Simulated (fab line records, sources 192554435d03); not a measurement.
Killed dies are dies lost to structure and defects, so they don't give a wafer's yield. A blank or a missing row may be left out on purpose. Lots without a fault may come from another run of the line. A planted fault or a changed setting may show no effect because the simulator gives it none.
A struck lot beside a sound one | flow n5_finfet | 40 steps out of a route of 1938
Sound: wafers L503.1, L503.2, L503.6. Struck: wafers L508.1, L508.3, L508.4. The cause comes at the end.
At each step with rows: each side's tool, then ch and its chambers, then its first start. Under that, the readings that differ: sound wafers | struck wafers | difference of the means | sigmas: that difference in standard deviations of wafers without a fault.
alike: readings whose means differ by less than 2 such deviations, and words and numbers that are the same on both sides. not compared: withheld readings, readings that some wafer has no value for, bounds like >300 that may hide the same value, and numbers for which the record gives no deviation and whose values overlap.
The two part at a step that has a row with sigmas, a row that says differs or no value, or rows on one side only. Numbers that don't overlap but have no deviation are shown without sigmas and don't part them. A reading that every wafer of one side lacks parts them only if that side has two wafers or more.

first, 9 steps without rows for these wafers: N5_BEOL_M4_ANNEAL_95 (time 240 s); N5_BEOL_M4_SPUTTER_96 (material Cu, target thk 4.5 nm, time 8.29 s); N5_BEOL_M4_ECD_50 (material Cu, target thk 300 nm); N5_BEOL_M4_ANNEAL_51 (time 90 s); N5_BEOL_M4_CMP_52 (polishes, stops on SiOC, t overpolish 6.8 s, target thk 40 nm); N5_BEOL_M4_PRE_CLEAN_60 (time 15 s); N5_BEOL_M4_CO_CAP_55 (material Co, precursor CCTBA/H2, target thk 2 nm, time 102.1 s); N5_BEOL_M4_PRE_CLEAN_56 (time 15 s); N5_BEOL_M4_DEP_57 (deposits SiCN from 3MS/NH3, target thk 8 nm, time 14 s).
N5_BEOL_M4_RC_MEAS_101:
  sound on prober-01 ch 0, day 8 12:29; struck on prober-01 ch 0, day 9 16:58
  alike: DIBL_N, DIBL_P, IOFF_N, IOFF_P, ION_N, ION_P, SS_N, SS_P, VT_N, VT_P
then, 24 steps without rows for these wafers: N5_BEOL_M5_ILD_DEP_00 (deposits SiCOH lowk from DEMS/porogen, target thk 140.64 nm, time 25.9 s); N5_BEOL_M5_CURE_79 (cures SiCOH lowk, time 240 s); N5_BEOL_M5_PECVD_70 (deposits SiO2 from TEOS/O2, target thk 16 nm, time 18 s); N5_BEOL_M5_HM_DEP_02 (deposits TiN, target thk 20 nm); N5_BEOL_M5_COAT_59 (time 60 s, resist thk 60 nm); N5_BEOL_M5_COAT_60 (time 60 s, resist thk 12 nm); N5_BEOL_M5_COAT_71 (time 60 s, resist thk 5 nm); N5_BEOL_M5_COAT_05 (resist thk 30 nm); N5_BEOL_M5_EBR_07; N5_BEOL_M5_SOFTBAKE_06 (time 60 s); N5_BEOL_M5_EXPOSE_08 (exposes mask M5, target cd 28 nm); N5_BEOL_M5_PEB_09 (peb time 60 s); N5_BEOL_M5_DEVELOP_10 (develop time 30 s); N5_BEOL_M5_DESCUM_16 (chemistry O2, time 7 s); N5_BEOL_M5_ETCH_72 (etches underlayer in N2/H2, target depth 6.5 nm, time 5.2 s); N5_BEOL_M5_ETCH_61 (etches SiARC in CF4, target depth 15.6 nm, time 26 s); N5_BEOL_M5_ETCH_62 (etches SOC in N2/H2, target depth 75 nm, overetch 15 nm, time 112.5 s); N5_BEOL_M5_STRIP_63 (strips in N2/H2); N5_BEOL_M5_STRIP_73 (strips in N2/H2); N5_BEOL_M5_STRIP_64 (strips in CF4); N5_BEOL_M5_HM_OPEN_17 (chemistry Cl2/BCl3, target TiN, target depth 20 nm, overetch 6 nm); N5_BEOL_M5_STRIP_19 (strips in O2); N5_BEOL_M5_COAT_65 (time 60 s, resist thk 60 nm); N5_BEOL_M5_COAT_66 (time 60 s, resist thk 12 nm).
-- the record jumps here: 3 days lie between the struck wafers' starts before and after (it left off in module BEOL_M5 and takes up again in module BEOL_M14, whose first step shown is number 1742 of the route) --
N5_BEOL_M14_EXPOSE_25: exposes mask M14, target cd 280 nm.
  sound on krf_scanner-02 ch 0, day 12 01:20; struck on krf_scanner-02 ch 0, day 12 22:31
  reading              | sound                | struck               | difference | sigmas
  exposure_dose_mJ_cm2 | 26.501 26.538 26.538 | 28.591 28.621 28.616 | +2.084     | +80
  alike: mask
N5_BEOL_M14_CD_MEAS_28: target cd 284.4 nm.
  sound on cd_sem-02 ch 0, day 12 01:31; struck on cd_sem-03 ch 0, day 12 22:41
  reading    | sound             | struck            | difference | sigmas
  cd_nm (nm) | 283.1 283.4 284.4 | 295.9 298.9 296.0 | +13.3      | +8
N5_BEOL_M14_DESCUM_33: chemistry O2, time 7.9 s.
  sound on rie_diel-04 ch 0,2,3, day 12 01:36; struck on rie_diel-04 ch 0,2,3, day 12 22:59
  reading                   | sound             | struck            | difference | sigmas
  model.BEOL_M14.cd_nm (nm) | 282.8 283.6 284.8 | 296.2 298.6 295.8 | +13.1      |
  alike: drypump_motor_current_A, oes_product_au, rf_vpp_V, showerhead_plenum_p_Torr, throttle_valve_pct
  not compared: rf_hours_counter_h
N5_BEOL_M14_ETCH_38: etches SiCN in CF4/N2, target depth 106.5 nm, time 120.6 s.
  sound on rie_diel-03 ch 0,1,3; struck on rie_diel-04 ch 0,1,2
  reading                   | sound           | struck            | difference | sigmas
  model.BEOL_M14.cd_nm (nm) | 277 277.2 279.6 | 293.8 294.8 292.8 | +15.9      |
  alike: bias_w, cf4_flow_sccm, drypump_motor_current_A, oes_product_au, rf_vpp_V, showerhead_plenum_p_Torr, throttle_valve_pct
  not compared: rf_hours_counter_h
N5_BEOL_M15_RC_MEAS_101:
  sound on prober-02 ch 0, day 12 13:41; struck on prober-01 ch 0, day 13 13:40
  reading                    | sound             | struck            | difference | sigmas
  SERP_M14 (ohm/um)          | 0.159 0.160 0.159 | 0.150 0.148 0.151 | -0.010     | -3
  SERP_M14_max_site (ohm/um) | 0.162 0.163 0.162 | 0.150 0.150 0.153 | -0.011     | -3
  alike: COMB_M10, COMB_M11, COMB_M12, COMB_M13, COMB_M14, COMB_M15, COMB_M5, COMB_M6, COMB_M7, COMB_M8, COMB_M9, SERP_M10, SERP_M11, SERP_M12, SERP_M13, SERP_M5, SERP_M5_max_site, SERP_M6, SERP_M7, SERP_M7_max_site, SERP_M8, SERP_M9
N5_PASSIVATION_PROBE_49:
  sound on prober-02, day 13 03:46; struck on prober-01, day 14 03:14
  reading                  | sound          | struck         | difference | sigmas
  defect_limited_yield (%) | 90.4 90.3 93.6 | 84.7 82.5 85.8 | -7.1       | -5
  killed_at_front_end      | 56 65 46       | 123 144 113    | +71        | +5
  killed_dies              | 113 114 76     | 180 206 168    | +84        | +5
  killed_on_rim            | 13 19 12       | 31 22 25       | +11        | +3
  sort_bin_5_function (%)  | 5.9 5.8 3.6    | 9.2 9.7 8.1    | +3.9       | +4
  sort_n_pass              | 1067 1066 1104 | 1000 974 1012  | -84        | -5
  sort_yield_pct (%)       | 90.4 90.3 93.6 | 84.7 82.5 85.8 | -7.1       | -5
  alike: killed_at_M0_to_M3, killed_at_M4_up, killed_at_contacts, killed_at_other, killed_open, killed_short, sort_bin_6_memory

WHERE THEY PART
First at N5_BEOL_M14_EXPOSE_25; last, within this record, at N5_PASSIVATION_PROBE_49.

WHY: what the simulator had put in
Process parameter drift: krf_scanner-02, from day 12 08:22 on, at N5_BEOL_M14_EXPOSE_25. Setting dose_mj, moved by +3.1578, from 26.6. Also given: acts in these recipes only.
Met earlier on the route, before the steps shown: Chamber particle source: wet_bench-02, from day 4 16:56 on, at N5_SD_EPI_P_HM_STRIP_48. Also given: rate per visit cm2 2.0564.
